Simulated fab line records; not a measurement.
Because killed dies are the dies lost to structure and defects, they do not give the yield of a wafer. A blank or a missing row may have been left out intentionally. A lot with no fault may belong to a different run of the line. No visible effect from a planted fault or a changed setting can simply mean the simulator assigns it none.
fab line records	flow n5_finfet	part 1 of 2: steps 1 to 15 of 16
[record] lots = 6	wafers = 18	last_day = 19
route steps=1938 shown HKMG_FIN@426 BEOL_M4@1111 PASSIVATION@1936
lots that met no fault: taken from a fault-free run of the same line
start_h: start of the lot's first displayed wafer, in hours after the record's first day	wait_h: hours from the lot's prior step to this one	" identical to the entry in the row above	L1.1+2: a row that stands for several wafers	- either no value or no given start	* or withheld: withheld	< > ~ a bound
route shown NAME@n: a module of which the file shows steps, and the number in the route of the first	usual: average and standard deviation across the fault-free wafers	same: alike in all rows	chamber/n: place in a boat	sites: each site's reading	_std_site: their standard deviation	_edge_site: inner sites' mean taken away from outer sites' mean	radius_mm: for every site, how far away it sits from the centre of the wafer	mask NAME#n: copy n	behind: tool/chamber where the wafer was last shaped	hold: why the lot was held/for how many hours/how that ended	device: the transistor (n, p or np) that didn't switch	end of line: the route-end tests of the same wafers	where a step has no rows: the recipe by itself	killed: at the first sort, the dies lost to defects and structure; wafer yield is something else	map: per-die view of a wafer (x killed, . not killed, _ where there is no die)
set.NAME: the setting that was run; set.NAME@STEP: the one run at that earlier step	model.NAME: the simulator's own value behind a step, which no gauge read
certain route steps with their lots: each step a table, each wafer a row
services: when a tool's chamber went out of use (start_h, in hours from the record's first day, below 0 if earlier), for how many hours, and the reason
[[steps]]
[step N5_HKMG_FIN_SOFTBAKE_07]
[recipe] temp_c = 110	time_s = 60	resist = CAR-ArF
[step N5_HKMG_FIN_EXPOSE_09]
[recipe] mask_id = NWFM	na = 1.35	source_shape = conventional	sigma_outer = 0.8	polarization = unpolarized	dose_mj = 39.25
[step N5_HKMG_FIN_PEB_10]
[recipe] peb_temp_c = withheld	peb_time_s = 60	resist = CAR-ArF
[step N5_HKMG_FIN_DEVELOP_11]
[recipe] develop_time_s = 30	developer = TMAH	resist = CAR-ArF	dev_temp_c = 23	rinse_liquid = diw	dry = air_spin
[step N5_HKMG_FIN_CD_MEAS_12]
[recipe] target_cd_nm = 92.8	landing_energy_ev = 500	detector = se_inlens
[usual] cd_nm = 92.4/0.69
lot.wafer	tool	chamber	start_h	wait_h	cd_nm
L552.2	cd_sem-02	0	101.59	-	91.9
L552.5	"	0	"	"	91.4
L552.6	"	0	"	"	91.7
L553.2	cd_sem-01	0	110.56	-	93.4
L553.3	"	0	"	"	92.8
L553.5	"	0	"	"	93.0
L560.2	cd_sem-03	0	151.34	-	93.1
L560.3	"	0	"	"	92.4
L560.4	"	0	"	"	93.2
L561.3	cd_sem-02	0	156.20	-	91.8
L561.4	"	0	"	"	92.6
L561.6	"	0	"	"	92.4
L563.1	cd_sem-02	0	168.43	-	93.0
L563.4	"	0	"	"	92.5
L563.5	"	0	"	"	91.9
L569.1	cd_sem-02	0	202.65	-	92.6
L569.3	"	0	"	"	91.8
L569.4	"	0	"	"	91.6
[step N5_HKMG_FIN_OVL_MEAS_13]
[recipe] points_per_wafer = 44
[usual] NWFM_OVL = -0.3/0.78
[same] points_per_wafer = 44
lot.wafer	tool	chamber	start_h	wait_h	NWFM_OVL[nm]
L552.2	overlay-02	0	101.62	0.0	-1.6
L552.5	"	0	"	"	0.1
L552.6	"	0	"	"	-0.2
L553.2	overlay-01	0	110.59	0.0	0.3
L553.3	"	0	"	"	-0.7
L553.5	"	0	"	"	0.2
L560.2	overlay-02	0	151.37	0.0	-1.1
L560.3	"	0	"	"	-1.0
L560.4	"	0	"	"	-1.0
L561.3	overlay-01	0	156.23	0.0	-0.8
L561.4	"	0	"	"	0.4
L561.6	"	0	"	"	-0.9
L563.1	overlay-01	0	168.46	0.0	0.5
L563.4	"	0	"	"	-0.1
L563.5	"	0	"	"	1.7
L569.1	overlay-01	0	202.68	0.0	-0.4
L569.3	"	0	"	"	-1.5
L569.4	"	0	"	"	-0.1
[step N5_HKMG_FIN_INSPECT_14]
[recipe] mode = adi	inspect_instrument = macro
[usual] raw_defect_count = 1.9/1.3
lot.wafer	tool	chamber	start_h	wait_h	raw_defect_count
L552.2	defect_inspect-01	-	101.64	0.0	1
L552.5	"	-	"	"	2
L552.6	"	-	"	"	0
L553.2	defect_inspect-01	-	110.61	0.0	1
L553.3	"	-	"	"	0
L553.5	"	-	"	"	4
L560.2	defect_inspect-01	-	151.39	0.0	2
L560.3	"	-	"	"	3
L560.4	"	-	"	"	4
L561.3	defect_inspect-02	-	156.26	0.0	0
L561.4	"	-	"	"	1
L561.6	"	-	"	"	0
L563.1	defect_inspect-02	-	168.49	0.0	3
L563.4	"	-	"	"	5
L563.5	"	-	"	"	3
L569.1	defect_inspect-02	-	202.70	0.0	4
L569.3	"	-	"	"	1
L569.4	"	-	"	"	1
[step N5_HKMG_FIN_DESCUM_17]
[recipe] chemistry = O2	time_s = 7.9	source_power_w = 50	bias_power_w = 20	pressure_mtorr = 20	rf_frequency_hz = 2.712e+07	temp_c = 40	resist = CAR-ArF	o2_flow_sccm = 225
[usual] chamber_pressure_mTorr = 20.004/0.018	drypump_motor_current_A = 5.9/0.49	oes_product_au = 0.77/0.1	rf_vpp_V = 242.8/1.4	showerhead_plenum_p_Torr = 2.07/0.065	throttle_valve_pct = 20.47/0.29
lot.wafer	tool	chamber	start_h	wait_h	chamber_pressure_mTorr	drypump_motor_current_A	oes_product_au	rf_hours_counter_h	rf_vpp_V	showerhead_plenum_p_Torr	throttle_valve_pct
L552.2	rie_diel-04	2	101.75	0.1	19.987	5.6	0.73	169	243.1	2.02	20.78
L552.5	"	1	"	"	20.015	6.4	0.68	-	243.6	2.15	20.43
L552.6	"	3	"	"	19.986	5.2	0.71	-	242.2	1.99	20.28
L553.2	rie_diel-01	1	110.65	0.0	19.968	5.7	0.99	2	242.4	2.05	20.39
L553.3	"	2	"	"	20.026	6.6	0.79	132	241.7	2.03	20.91
L553.5	"	2	"	"	19.995	6.5	0.77	-	240.9	2.03	20.92
L560.2	rie_diel-01	0	151.43	0.0	20.031	6.4	0.72	180	243.1	2.16	20.63
L560.3	"	2	"	"	20.006	6.6	0.75	146	241.7	2.02	20.94
L560.4	"	1	"	"	19.997	5.8	0.92	17	243.2	2.05	20.42
L561.3	rie_diel-01	3	156.29	0.0	20.014	5.9	0.94	25	242.8	2.06	20.01
L561.4	"	1	"	"	20.020	5.8	0.92	18	243.2	2.05	20.42
L561.6	"	0	"	"	20.028	6.4	0.71	-	244.1	2.16	20.64
L563.1	rie_diel-03	1	168.56	0.1	20.008	5.2	0.68	246	244.1	2.15	20.45
L563.4	"	0	"	"	20.036	5.6	0.70	219	241.9	1.99	20.49
L563.5	"	2	"	"	19.997	5.2	0.77	-	241.7	2.03	20.11
L569.1	rie_diel-03	3	202.74	0.0	20.000	6.5	0.69	217	245.6	2.16	20.52
L569.3	"	0	"	"	19.996	5.6	0.68	234	242.0	1.99	20.51
L569.4	"	0	"	"	20.002	5.6	0.68	-	242.1	1.99	20.51
[step N5_HKMG_FIN_ETCH_31]
[recipe] chemistry = CF4	target = SiARC	target_depth_a = 455	mask_material = CAR-ArF	time_s = 75.8	ion_energy_ev = 80	pressure_mtorr = 40	source_w = 545	bias_w = 36	Ar_flow_sccm = 100	cf4_flow_sccm = 100	ends = cleared
[usual] bias_w = 35.99/0.11	chamber_pressure_mTorr = 40.00/0.036	drypump_motor_current_A = 5.9/0.5	etch_rf_on_time_s = 76.8/1.8	mfc_ar_sccm = 100.0/0.32	oes_product_au = 0.66/0.084	rf_vpp_V = 183.8/1.2	showerhead_plenum_p_Torr = 2.12/0.068	throttle_valve_pct = 15.61/0.28
lot.wafer	tool	chamber	start_h	wait_h	bias_w	chamber_pressure_mTorr	drypump_motor_current_A	etch_rf_on_time_s	mfc_ar_sccm	oes_product_au	rf_hours_counter_h	rf_vpp_V	showerhead_plenum_p_Torr	throttle_valve_pct
L552.2	rie_diel-04	2	101.78	0.0	35.99	40.00	5.6	77.0	100.0	0.62	169	182.2	2.06	15.86
L552.5	"	1	"	"	35.91	40.03	6.4	81.1	100.4	0.57	-	184.9	2.19	15.59
L552.6	"	3	"	"	35.92	40.01	5.2	77.2	99.4	0.61	-	183.1	2.03	15.47
L553.2	rie_diel-01	1	110.69	0.0	35.94	40.00	5.7	74.5	100.3	0.83	3	183.2	2.10	15.52
L553.3	"	2	"	"	36.10	39.97	6.6	76.4	100.1	0.66	132	183.8	2.07	15.95
L553.5	"	2	"	"	36.08	40.06	6.6	76.2	99.8	0.67	-	183.1	2.07	15.95
L560.2	rie_diel-01	0	151.46	0.0	35.96	40.01	6.4	77.5	99.5	0.61	180	185.4	2.22	15.90
L560.3	"	2	"	"	36.21	40.02	6.5	76.5	99.7	0.64	146	183.1	2.06	15.98
L560.4	"	1	"	"	35.87	40.01	5.7	75.1	100.1	0.79	17	183.7	2.09	15.55
L561.3	rie_diel-01	3	156.32	0.0	36.09	40.04	6.0	73.9	100.1	0.81	25	183.3	2.10	15.12
L561.4	"	1	"	"	35.95	39.99	5.7	74.9	99.9	0.78	18	184.5	2.09	15.56
L561.6	"	0	"	"	36.17	39.98	6.4	77.1	100.1	0.62	-	186.1	2.22	15.91
L563.1	rie_diel-03	1	168.59	0.0	35.90	39.94	5.2	77.0	100.2	0.59	246	185.1	2.19	15.65
L563.4	"	0	"	"	36.12	40.05	5.6	77.7	99.8	0.58	219	182.7	2.04	15.63
L563.5	"	2	"	"	36.23	39.96	5.3	75.5	100.0	0.68	-	182.3	2.07	15.28
L569.1	rie_diel-03	3	202.77	0.0	35.98	39.92	6.5	78.1	100.3	0.60	217	184.6	2.20	15.65
L569.3	"	0	"	"	36.06	39.99	5.6	78.2	99.7	0.57	234	182.4	2.03	15.68
L569.4	"	0	"	"	36.00	40.03	5.6	78.4	100.0	0.58	-	183.0	2.03	15.69
[step N5_HKMG_FIN_ETCH_32]
[recipe] chemistry = N2/H2	target = SOC	target_depth_a = 2400	temp_c = 40	time_s = 300	ion_energy_ev = 200	mask_material = SiARC	pressure_mtorr = 30	source_w = 840	bias_w = 150	n2_flow_sccm = 200	h2_flow_sccm = 200
[usual] bias_w = 150.0/0.43	chamber_pressure_mTorr = 29.999/0.027	drypump_motor_current_A = 5.9/0.49	oes_product_au = 0.77/0.099	rf_vpp_V = 523.1/2.4	showerhead_plenum_p_Torr = 2.51/0.085	throttle_valve_pct = 17.8/0.33
lot.wafer	tool	chamber	start_h	wait_h	bias_w	chamber_pressure_mTorr	drypump_motor_current_A	oes_product_au	rf_hours_counter_h	rf_vpp_V	showerhead_plenum_p_Torr	throttle_valve_pct
L552.2	rie_diel-04	2	101.84	0.0	150.5	29.970	5.6	0.73	169	522.1	2.43	18.1
L552.5	"	1	"	"	149.9	29.994	6.4	0.67	-	526.2	2.62	17.9
L552.6	"	3	"	"	149.9	29.984	5.2	0.71	-	519.9	2.41	17.6
L553.2	rie_diel-01	1	110.74	0.0	150.0	29.994	5.8	0.98	3	523.5	2.50	17.8
L553.3	"	2	"	"	149.8	30.055	6.5	0.77	132	519.8	2.45	18.3
L553.5	"	2	"	"	150.5	29.982	6.6	0.77	-	520.1	2.45	18.3
L560.2	rie_diel-01	0	151.52	0.0	149.9	30.004	6.4	0.71	181	526.4	2.62	18.0
L560.3	"	2	"	"	150.0	29.984	6.6	0.76	146	520.7	2.44	18.3
L560.4	"	1	"	"	150.2	29.989	5.7	0.92	17	521.9	2.49	17.8
L561.3	rie_diel-01	3	156.38	0.0	150.0	30.044	6.0	0.94	25	521.6	2.47	17.2
L561.4	"	1	"	"	150.2	30.009	5.7	0.92	18	522.9	2.49	17.8
L561.6	"	0	"	"	149.7	30.021	6.4	0.71	-	525.1	2.62	18.0
L563.1	rie_diel-03	1	168.65	0.0	150.4	29.980	5.2	0.68	246	525.4	2.61	17.9
L563.4	"	0	"	"	149.7	30.046	5.6	0.68	219	519.7	2.43	18.0
L563.5	"	2	"	"	149.4	30.003	5.3	0.78	-	520.8	2.45	17.5
L569.1	rie_diel-03	3	202.83	0.0	150.0	30.032	6.5	0.71	217	526.2	2.63	18.0
L569.3	"	0	"	"	150.0	29.961	5.6	0.67	234	520.5	2.42	18.0
L569.4	"	0	"	"	150.0	29.987	5.6	0.67	-	519.4	2.42	18.0
[step N5_HKMG_FIN_STRIP_33]
[recipe] chemistry = N2/H2	temp_c = 40	n2_flow_sccm = 200	h2_flow_sccm = 200	rf_frequency_hz = 6e+07
[step N5_HKMG_FIN_STRIP_34]
[recipe] chemistry = CF4	resist = SiARC	power_w = 300	bias_power_w = 75	pressure_mtorr = 50	cf4_flow_sccm = 150	rf_frequency_hz = 6e+07
[usual] chamber_pressure_mTorr = 50.00/0.045	drypump_motor_current_A = 5.9/0.49	oes_product_au = 0.77/0.087	power_w = 299.8/0.87	rf_vpp_V = 270.7/1.5	showerhead_plenum_p_Torr = 1.77/0.055	throttle_valve_pct = 13.59/0.29
lot.wafer	tool	chamber	start_h	wait_h	chamber_pressure_mTorr	drypump_motor_current_A	oes_product_au	power_w	rf_hours_counter_h	rf_vpp_V	showerhead_plenum_p_Torr	throttle_valve_pct
L552.2	rie_diel-04	2	102.03	0.0	49.93	5.6	0.74	299.3	169	268.6	1.73	13.86
L552.5	"	1	"	"	50.00	6.4	0.70	300.1	-	271.8	1.82	13.58
L552.6	"	3	"	"	50.01	5.2	0.72	299.7	-	269.4	1.70	13.48
L553.2	rie_diel-01	1	110.93	0.0	50.02	5.8	0.96	299.3	3	270.9	1.76	13.50
L553.3	"	2	"	"	49.97	6.6	0.78	299.8	132	269.8	1.74	13.95
L553.5	"	2	"	"	49.99	6.6	0.76	299.5	-	270.1	1.74	13.94
L560.2	rie_diel-01	0	151.71	0.0	49.96	6.4	0.73	299.6	181	271.1	1.86	13.86
L560.3	"	2	"	"	49.96	6.5	0.75	299.4	147	269.2	1.74	13.98
L560.4	"	1	"	"	49.96	5.8	0.91	298.8	17	270.2	1.76	13.51
L561.3	rie_diel-01	3	156.57	0.0	50.04	6.0	0.92	299.4	25	269.4	1.76	13.07
L561.4	"	1	"	"	50.00	5.8	0.91	298.8	18	269.7	1.76	13.52
L561.6	"	0	"	"	49.95	6.4	0.73	300.6	-	273.0	1.86	13.87
L563.1	rie_diel-03	1	168.84	0.0	50.02	5.2	0.69	300.1	246	273.3	1.83	13.67
L563.4	"	0	"	"	50.00	5.7	0.69	300.5	219	268.0	1.71	13.63
L563.5	"	2	"	"	50.10	5.2	0.77	300.5	-	270.4	1.73	13.25
L569.1	rie_diel-03	3	203.02	0.0	49.96	6.5	0.71	300.5	217	273.1	1.85	13.67
L569.3	"	0	"	"	50.06	5.6	0.68	298.2	235	269.7	1.70	13.68
L569.4	"	0	"	"	50.02	5.6	0.68	299.2	-	268.9	1.70	13.68
[step N5_HKMG_FIN_ETCH_35]
[recipe] chemistry = N2/H2	target = SOC	target_depth_a = 2158	ion_energy_ev = 65	bias_w = 5	source_w = 3000	time_s = 243.4	pressure_mtorr = 30	n2_flow_sccm = 200	h2_flow_sccm = 200
[usual] bias_w = 5.003/0.014	chamber_pressure_mTorr = 30.000/0.027	drypump_motor_current_A = 5.9/0.49	oes_product_au = 0.77/0.098	rf_vpp_V = 141.3/1	showerhead_plenum_p_Torr = 2.51/0.085	throttle_valve_pct = 17.8/0.33
lot.wafer	tool	chamber	start_h	wait_h	bias_w	chamber_pressure_mTorr	drypump_motor_current_A	oes_product_au	rf_hours_counter_h	rf_vpp_V	showerhead_plenum_p_Torr	throttle_valve_pct
L552.2	rie_diel-04	2	102.05	0.0	5.011	29.998	5.6	0.73	169	140.2	2.43	18.1
L552.5	"	1	"	"	4.986	30.000	6.4	0.67	-	142.5	2.62	17.9
L552.6	"	3	"	"	4.998	29.969	5.2	0.72	-	140.1	2.41	17.6
L553.2	rie_diel-01	1	110.95	0.0	4.988	29.958	5.8	0.98	3	142.1	2.50	17.7
L553.3	"	2	"	"	4.981	30.030	6.5	0.78	132	140.7	2.45	18.3
L553.5	"	2	"	"	4.980	30.023	6.5	0.77	-	143.2	2.45	18.3
L560.2	rie_diel-01	0	151.73	0.0	4.764	30.034	6.4	0.72	181	138.8	2.62	18.0
L560.3	"	2	"	"	4.754	29.998	6.6	0.75	147	137.2	2.44	18.3
L560.4	"	1	"	"	4.742	29.970	5.8	0.91	17	137.9	2.49	17.8
L561.3	rie_diel-01	3	156.59	0.0	4.781	29.995	6.0	0.92	25	138.8	2.47	17.2
L561.4	"	1	"	"	4.751	30.018	5.7	0.90	18	136.0	2.49	17.8
L561.6	"	0	"	"	4.752	30.008	6.4	0.71	-	136.6	2.62	18.0
L563.1	rie_diel-03	1	168.86	0.0	5.002	30.035	5.2	0.68	246	140.6	2.61	17.9
L563.4	"	0	"	"	4.999	29.968	5.6	0.68	219	140.3	2.43	18.0
L563.5	"	2	"	"	4.999	29.962	5.3	0.77	-	140.2	2.45	17.5
L569.1	rie_diel-03	3	203.04	0.0	5.015	30.001	6.5	0.71	217	141.1	2.63	18.0
L569.3	"	0	"	"	4.996	29.957	5.6	0.67	235	140.8	2.42	18.0
L569.4	"	0	"	"	5.012	30.005	5.6	0.68	-	139.9	2.42	18.0
[step N5_HKMG_FIN_STRIP_92]
[recipe] chemistry = N2/H2	material = SOC	time_s = 20	power_w = 500	temp_c = 40	pressure_mtorr = 50	rf_frequency_hz = 6e+07	bias_power_w = 8	h2_frac = 0.5	n2_flow_sccm = 300	h2_flow_sccm = 300
[usual] chamber_pressure_mTorr = 50.00/0.046	drypump_motor_current_A = 5.9/0.5	oes_product_au = 0.77/0.098	power_w = 500.1/1.5	rf_vpp_V = 54.2/0.74	showerhead_plenum_p_Torr = 3.32/0.11	throttle_valve_pct = 19.1/0.46
lot.wafer	tool	chamber	start_h	wait_h	chamber_pressure_mTorr	drypump_motor_current_A	oes_product_au	power_w	rf_hours_counter_h	rf_vpp_V	showerhead_plenum_p_Torr	throttle_valve_pct
L552.2	rie_diel-04	2	102.20	0.1	49.99	5.6	0.72	499.6	169	54.0	3.21	19.4
L552.5	"	1	"	"	49.98	6.4	0.67	498.0	-	54.0	3.46	19.2
L552.6	"	3	"	"	50.07	5.2	0.70	501.3	-	54.0	3.19	18.7
L553.2	rie_diel-01	1	111.10	0.1	49.93	5.8	0.98	502.8	3	54.5	3.30	18.8
L553.3	"	2	"	"	50.05	6.6	0.77	499.7	132	55.6	3.24	19.8
L553.5	"	2	"	"	49.95	6.6	0.77	501.4	-	55.3	3.24	19.8
L560.2	rie_diel-01	0	151.88	0.1	50.04	6.4	0.72	500.9	181	53.4	3.46	19.2
L560.3	"	2	"	"	50.04	6.5	0.77	501.2	147	53.5	3.23	19.9
L560.4	"	1	"	"	49.95	5.7	0.91	500.8	17	53.8	3.30	18.8
L561.3	rie_diel-01	3	156.74	0.1	50.02	6.0	0.93	499.9	25	54.2	3.26	18.2
L561.4	"	1	"	"	50.03	5.8	0.92	502.2	18	53.5	3.29	18.8
L561.6	"	0	"	"	49.97	6.4	0.72	497.8	-	54.0	3.46	19.2
L563.1	rie_diel-03	1	169.01	0.1	50.09	5.2	0.68	500.8	246	53.0	3.45	19.1
L563.4	"	0	"	"	49.97	5.7	0.68	499.7	219	53.4	3.21	19.2
L563.5	"	2	"	"	50.03	5.3	0.78	496.9	-	53.1	3.24	18.8
L569.1	rie_diel-03	3	203.19	0.1	49.95	6.5	0.69	501.5	217	54.2	3.47	19.3
L569.3	"	0	"	"	49.93	5.6	0.66	498.7	235	53.5	3.21	19.2
L569.4	"	0	"	"	50.01	5.7	0.67	496.3	-	54.8	3.21	19.2
[step N5_BEOL_M4_RC_MEAS_101]
[usual] DIBL_N = 35.8/1.7	DIBL_P = 35.3/2	IOFF_N = 0.150/0.026	IOFF_P = 0.194/0.029	ION_N = 667/11	ION_P = 456/7.1	SS_N = 71.4/0.65	SS_P = 73.1/0.64	VT_N = 251/3	VT_P = -252/3.2
lot.wafer	tool	chamber	start_h	wait_h	DIBL_N[mV/V]	DIBL_P[mV/V]	IOFF_N[nA/um]	IOFF_P[nA/um]	ION_N[uA/um]	ION_P[uA/um]	SS_N[mV/dec]	SS_P[mV/dec]	VT_N[mV]	VT_P[mV]
L552.2	prober-02	0	244.41	0.2	37.8	36.6	0.176	0.210	681	463	71.4	73.4	250	-248
L552.5	"	0	"	"	37.0	35.5	0.159	0.197	662	454	71.0	72.3	248	-251
L552.6	"	0	"	"	37.0	36.2	0.160	0.199	673	455	72.0	73.4	251	-251
L553.2	prober-02	0	248.22	0.2	36.9	37.5	0.171	0.218	673	463	71.9	73.5	247	-251
L553.3	"	0	"	"	34.6	34.5	0.138	0.170	675	460	71.3	73.3	252	-254
L553.5	"	0	"	"	31.0	30.2	0.091	0.125	657	448	70.7	72.0	257	-257
L561.3	prober-01	0	287.26	0.3	36.0	35.9	0.151	0.202	671	460	70.7	73.5	250	-251
L561.4	"	0	"	"	33.9	32.7	0.123	0.162	656	453	71.0	72.5	252	-254
L561.6	"	0	"	"	33.7	33.0	0.113	0.160	656	453	70.8	72.3	253	-254
L560.2	prober-02	0	307.86	0.5	32.2	31.2	0.094	0.144	642	448	69.7	73.1	258	-255
L560.3	"	0	"	"	35.7	34.7	0.144	0.189	657	452	71.3	74.0	254	-253
L560.4	"	0	"	"	35.0	34.3	0.144	0.187	670	459	71.2	73.2	251	-253
L563.1	prober-02	0	313.71	0.0	33.4	34.1	0.117	0.176	664	461	70.9	72.9	255	-251
L563.4	"	0	"	"	35.8	37.1	0.152	0.223	675	469	70.9	73.5	248	-249
L563.5	"	0	"	"	38.3	38.8	0.194	0.245	684	465	71.8	74.2	247	-246
L569.1	prober-01	0	344.16	0.0	36.8	37.6	0.154	0.215	668	459	71.5	73.2	251	-251
L569.3	"	0	"	"	36.1	36.8	0.144	0.207	670	464	71.6	73.1	250	-251
L569.4	"	0	"	"	37.6	37.2	0.186	0.212	668	453	72.7	73.5	248	-252
[[key]]
[first_sign] step = N5_HKMG_FIN_ETCH_35	reading = bias_w	direction = down	sigmas = 18	usual = *	struck = *
[effect] step = N5_HKMG_FIN_ETCH_35	reading = rf_vpp_V	direction = down	sigmas = 3.5	usual = 141.3	struck = 137.6
met_at N5_HKMG_FIN_ETCH_35
struck_wafers L560.2,L560.3,L560.4,L561.3,L561.4,L561.6
onset_between 110.95 151.73
[fault] kind = process_parameter_drift	tool = rie_diel-01	chamber = -	onset_h = 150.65	steps = N5_HKMG_FIN_ETCH_35	channel = bias_w	offset = *	shape = step	end_h = 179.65	acts_in = *	stated = *
